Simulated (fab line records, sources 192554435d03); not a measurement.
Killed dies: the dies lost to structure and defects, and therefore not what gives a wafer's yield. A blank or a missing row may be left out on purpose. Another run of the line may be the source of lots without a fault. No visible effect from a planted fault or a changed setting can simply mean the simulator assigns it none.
Which tool is to blame? | flow n5Finfet | 28 wafers from 10 lots sampled at 5 of the route's 1938 steps

== WHAT EACH GAUGE READ, for each wafer ==
N5_BEOL_M1_CD_MEAS_18: pitch 36 nm, target cd 18 nm. Usual: cdNm reads 18.0 nm (standard deviation 0.48).
lot  | measured     | on       | cdNm (nm)      | flag
L577 | day 6 03:01  | cdSem-01 | 18.1 18.4 18.8 | 
L578 | day 6 08:06  | cdSem-03 | 17.7 18.3 17.3 | 
L579 | day 6 10:44  | cdSem-03 | 17.9 18.5 18.3 | 
L580 | day 6 17:20  | cdSem-01 | 18.5 18.2 18.3 | 
L582 | day 7 08:19  | cdSem-03 | 18.7 17.7 18.6 | 
L588 | day 8 18:46  | cdSem-02 | 18.1 17.8 17.7 | 
L593 | day 10 02:17 | cdSem-03 | 17.5 17.8 18.0 | 
L597 | day 11 03:44 | cdSem-01 | 18.1 18.2 18.3 | 
L598 | day 11 12:21 | cdSem-03 | 18.1 18.3      | 
L599 | day 12 15:52 | cdSem-01 | 17.8 18.5      | 

N5_BEOL_M4_RC_MEAS_101. Usual: DIBL_N 36.2 mV/V, standard deviation 2.2; DIBL_P 36.5 mV/V, standard deviation 3; IOFF_N 0.16 nA/um, standard deviation 0.039; IOFF_P 0.22 nA/um, standard deviation 0.047; ION_N 675 uA/um, standard deviation 15; ION_P 463 uA/um, standard deviation 10; SS_N 71.6 mV/dec, standard deviation 0.71; SS_P 73.4 mV/dec, standard deviation 0.94; VT_N 250 mV, standard deviation 3.6; VT_P -250 mV, standard deviation 3.9.
lot  | measured     | on        | DIBL_N (mV/V)  | DIBL_P (mV/V)  | IOFF_N (nA/um) | IOFF_P (nA/um) | ION_N (uA/um) | ION_P (uA/um) | SS_N (mV/dec)  | SS_P (mV/dec)  | VT_N (mV)   | VT_P (mV)      | flag
L577 | day 7 17:24  | prober-01 | 32.5 36.8 35.2 | 32.4 37.7 36.3 | 0.11 0.20 0.17 | 0.16 0.25 0.22 | 650 690 677   | 452 468 463   | 70.7 71.8 71.6 | 72.4 74.1 72.6 | 252 241 247 | -253 -249 -248 | 
L578 | day 7 23:32  | prober-01 | 36.4 34.3 34.3 | 33.6 31.7 31.1 | 0.14 0.12 0.12 | 0.17 0.16 0.14 | 661 666 654   | 450 458 450   | 71.7 71.3 71.8 | 72.8 72.0 72.2 | 251 249 251 | -255 -254 -253 | 
L579 | day 8 01:12  | prober-02 | 35.0 34.3 33.8 | 34.9 32.9 33.2 | 0.13 0.11 0.13 | 0.22 0.16 0.18 | 644 654 670   | 451 455 464   | 71.5 70.7 70.5 | 73.5 72.8 73.0 | 255 255 250 | -250 -253 -250 | 
L580 | day 8 07:55  | prober-02 | 35.7 41.1 35.3 | 35.8 42.1 35.4 | 0.14 0.26 0.14 | 0.18 0.29 0.18 | 669 694 658   | 452 470 455   | 71.3 73.5 71.3 | 74.0 75.4 73.2 | 251 245 252 | -253 -249 -255 | 
L582 | day 8 21:22  | prober-01 | 38.5 35.3 37.7 | 39.0 35.3 37.4 | 0.20 0.14 0.18 | 0.28 0.23 0.25 | 687 662 690   | 476 462 473   | 72.4 70.6 71.3 | 73.7 73.4 72.9 | 247 249 246 | -245 -245 -245 | 
L588 | day 10 14:29 | prober-02 | 35.6 35.6 33.2 | 36.8 36.7 34.3 | 0.15 0.15 0.12 | 0.21 0.20 0.18 | 663 690 657   | 463 473 454   | 71.8 71.2 70.3 | 73.6 73.7 73.6 | 252 251 255 | -248 -251 -251 | 
L593 | day 12 08:26 | prober-02 | 36.4 36.7 33.9 | 37.1 37.5 33.5 | 0.15 0.15 0.12 | 0.20 0.21 0.16 | 681 680 657   | 471 474 453   | 71.8 71.8 70.7 | 73.2 73.5 72.0 | 253 252 254 | -250 -250 -253 | 
L597 | day 12 22:52 | prober-01 | 36.1 34.7 37.6 | 37.7 35.3 37.5 | 0.18 0.15 0.20 | 0.27 0.22 0.26 | 673 683 681   | 466 473 467   | 72.0 71.0 71.9 | 74.1 73.4 73.8 | 249 249 244 | -245 -248 -247 | 
L598 | day 13 01:31 | prober-01 | 37.0 37.9      | 38.9 40.3      | 0.16 0.17      | 0.22 0.23      | 673 672       | 455 460       | 71.2 72.0      | 73.2 73.9      | 251 251     | -252 -250      | 
L599 | day 14 05:14 | prober-02 | 42.3 34.6      | 42.9 33.3      | 0.26 0.12      | 0.34 0.16      | 684 661       | 467 457       | 72.5 70.7      | 76.7 73.3      | 247 254     | -246 -255      | 

== EACH LOT AND THE TOOL THAT RAN IT (in order: tool; ch and the chambers of the sampled wafers; start) ==
lot  | N5_BEOL_M1_ETCH_63                | N5_BEOL_M1_ALD_98                | N5_BEOL_M1_STRIP_97
L577 | rieDiel-03 ch 0,2,3, day 6 02:35  | aldSin-03 ch 0,1,2, day 6 04:05  | rieDiel-03 ch 2,3, day 7 17:24 or earlier
L578 | rieDiel-06 ch 1,3, day 6 07:43    | aldSin-02 ch 0,1, day 6 08:49    | rieDiel-03 ch 2,3, day 7 23:32 or earlier
L579 | rieDiel-03 ch 0,2,3, day 6 10:22  | aldSin-03 ch 0,2,3, day 6 11:19  | rieDiel-03 ch 0,2,3, day 8 01:12 or earlier
L580 | rieDiel-03 ch 0,2, day 6 16:58    | aldSin-02 ch 0,1, day 6 18:10    | rieDiel-03 ch 2,3, day 8 07:55 or earlier
L582 | rieDiel-03 ch 0,3, day 7 07:56    | aldSin-03 ch 1,2,3, day 7 08:59  | rieDiel-06 ch 0,1,3, day 8 21:22 or earlier
L588 | rieDiel-06 ch 0,2,3, day 8 18:22  | aldSin-02 ch 0,1, day 8 20:13    | rieDiel-03 ch 0,1,3, day 10 14:29 or earlier
L593 | rieDiel-05 ch 0,1,2, day 10 01:54 | aldSin-02 ch 1,2,3, day 10 02:54 | rieDiel-06 ch 2,3, day 12 08:26 or earlier
L597 | rieDiel-05 ch 0,2,3, day 11 03:22 | aldSin-03 ch 0,1,2, day 11 04:20 | rieDiel-05 ch 0,2,3, day 12 22:52 or earlier
L598 | rieDiel-06 ch 0,3, day 11 11:34   | aldSin-01 ch 1,2, day 11 13:46   | rieDiel-05 ch 0,1, day 13 01:31 or earlier
L599 | rieDiel-03 ch 1,2, day 12 15:22   | aldSin-03 ch 1,2, day 12 17:04   | rieDiel-06 ch 1,3, day 14 05:14 or earlier
- N5_BEOL_M1_ETCH_63: etches SiARC in CF4, target depth 15.6 nm, time 26 s.
- N5_BEOL_M1_ALD_98: deposits SiO2, target thk 2.5 nm, pulse time 1 s, co reactant pulse time 1 s.
- N5_BEOL_M1_STRIP_97: strips in N2/H2, time 10 s.

== WHAT THE TOOLS THEMSELVES READ (means of the sampled wafers that have a number; where no wafer has one, the mark that the record gives instead) ==
N5_BEOL_M1_ETCH_63. Usual: drypumpMotorCurrentA 5.8 A, standard deviation 0.46; etchRfOnTimeS 26.1 s, standard deviation 0.62; oesProductAu 0.61 a.u., standard deviation 0.031; rfVppV 184.2 V, standard deviation 1.1; showerheadPlenumPTorr 2.17 Torr, standard deviation 0.063; throttleValvePct 15.70 %, standard deviation 0.19.
lot  | tool       | drypumpMotorCurrentA (A) | etchRfOnTimeS (s) | oesProductAu (a.u.) | rfVppV (V) | showerheadPlenumPTorr (Torr) | throttleValvePct (%) | flag
L577 | rieDiel-03 | 5.8                      | 26.5              | 0.63                | 184.6      | 2.21                         | 15.82                | 
L578 | rieDiel-06 | 5.4                      | 26.2              | 0.63                | 183.2      | 2.11                         | 15.68                | 
L579 | rieDiel-03 | 5.8                      | 26.6              | 0.63                | 184.5      | 2.21                         | 15.81                | 
L580 | rieDiel-03 | 5.8                      | 27.0              | 0.63                | 186.2      | 2.21                         | 15.69                | 
L582 | rieDiel-03 | 5.9                      | 26.1              | 0.59                | 185.1      | 2.22                         | 15.92                | 
L588 | rieDiel-06 | 5.9                      | 26.1              | 0.63                | 183.3      | 2.11                         | 15.63                | 
L593 | rieDiel-05 | 5.6                      | 25.7              | 0.62                | 184.6      | 2.22                         | 15.61                | 
L597 | rieDiel-05 | 5.9                      | 25.3              | 0.62                | 185.1      | 2.18                         | 15.61                | 
L598 | rieDiel-06 | 5.5                      | 26.0              | 0.61                | 183.9      | 2.12                         | 15.66                | 
L599 | rieDiel-03 | 6.0                      | 26.6              | 0.60                | 184.7      | 2.17                         | 15.84                | 

N5_BEOL_M1_ALD_98. Usual: heaterPowerW 77 W, standard deviation 11; precursorPulseHeightRel 0.999, standard deviation 0.021; susceptorTempC 100.02 C, standard deviation 0.13.
lot  | tool      | heaterPowerW (W) | precursorPulseHeightRel | susceptorTempC (C) | flag
L577 | aldSin-03 | 70               | 0.991                   | 100.03             | 
L578 | aldSin-02 | 96               | 0.995                   | 100.03             | 
L579 | aldSin-03 | 75               | 1.005                   | 100.00             | 
L580 | aldSin-02 | 93               | 0.997                   | 99.97              | 
L582 | aldSin-03 | 76               | 0.999                   | 100.12             | 
L588 | aldSin-02 | 85               | 0.998                   | 97.58              | OFF
L593 | aldSin-02 | 68               | 1.009                   | 97.70              | OFF
L597 | aldSin-03 | 70               | 0.997                   | 100.06             | 
L598 | aldSin-01 | 76               | 0.968                   | 99.91              | 
L599 | aldSin-03 | 68               | 0.991                   | 100.00             | 

N5_BEOL_M1_STRIP_97. Usual: drypumpMotorCurrentA 5.8 A, standard deviation 0.43; n2FlowSccm 200.0 sccm, standard deviation 0.56; oesProductAu 0.72 a.u., standard deviation 0.041; rfVppV 59.3 V, standard deviation 0.76; showerheadPlenumPTorr 2.59 Torr, standard deviation 0.076; throttleValvePct 24.0 %, standard deviation 0.37.
lot  | tool       | drypumpMotorCurrentA (A) | n2FlowSccm (sccm) | oesProductAu (a.u.) | rfVppV (V) | showerheadPlenumPTorr (Torr) | throttleValvePct (%) | flag
L577 | rieDiel-03 | 5.7                      | 199.6             | 0.77                | 59.6       | 2.60                         | 24.2                 | 
L578 | rieDiel-03 | 5.8                      | 199.8             | 0.73                | 59.9       | 2.63                         | 24.4                 | 
L579 | rieDiel-03 | 5.8                      | 199.6             | 0.74                | 60.1       | 2.63                         | 24.2                 | 
L580 | rieDiel-03 | 5.7                      | 200.2             | 0.76                | 58.9       | 2.60                         | 24.2                 | 
L582 | rieDiel-06 | 5.5                      | 199.9             | 0.71                | 59.4       | 2.55                         | 23.5                 | 
L588 | rieDiel-03 | 6.1                      | 199.9             | 0.70                | 59.7       | 2.64                         | 24.2                 | 
L593 | rieDiel-06 | 6.2                      | 200.1             | 0.76                | 59.5       | 2.42                         | 23.7                 | 
L597 | rieDiel-05 | 5.9                      | 200.3             | 0.70                | 59.7       | 2.59                         | 23.7                 | 
L598 | rieDiel-05 | 5.2                      | 199.8             | 0.71                | 60.1       | 2.63                         | 23.7                 | 
L599 | rieDiel-06 | 5.5                      | 199.8             | 0.70                | 59.2       | 2.50                         | 23.4                 | 

== THE ANSWER, worked out from the rows above alone ==
Rule: a lot is off if the mean of its wafers that have a number lies more than 3 standard deviations from the usual mean. Also off: a lot with no number at a reading for which 4 or more lots have one. All remaining lots with rows at the step are treated as sound. Order of review: gauges by route order, followed by the tools' own readings, for which a lot's mean as printed above is used. At the first step where some lot is off, the reading lying furthest off is the one used; lots without a number count as furthest.
Off: L588, L593, at N5_BEOL_M1_ALD_98 (susceptorTempC).
A tool fits if, at that step or a process step before it, it ran every lot that is off, and no sound lot after the first of them. One fits: N5_BEOL_M1_ALD_98 on aldSin-02. A fault onset in the window from L580 (day 6 18:10, its last sound lot) to L588 (day 8 20:13, its first lot off) fits.
On the lots that are off, the tool's own readings at N5_BEOL_M1_ALD_98 differ by more than 5 times the standard deviation of the sound lots' means, which bears it out; susceptorTempC reads 97.64 C there versus 100.02 C on the sound lots.

== WHAT THE SIMULATOR HAD PUT IN ==
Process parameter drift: aldSin-02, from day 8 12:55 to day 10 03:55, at N5_BEOL_M1_ALD_98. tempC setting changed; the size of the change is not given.
Shown lots that were struck: L588, L593. Same finding as the rule above.
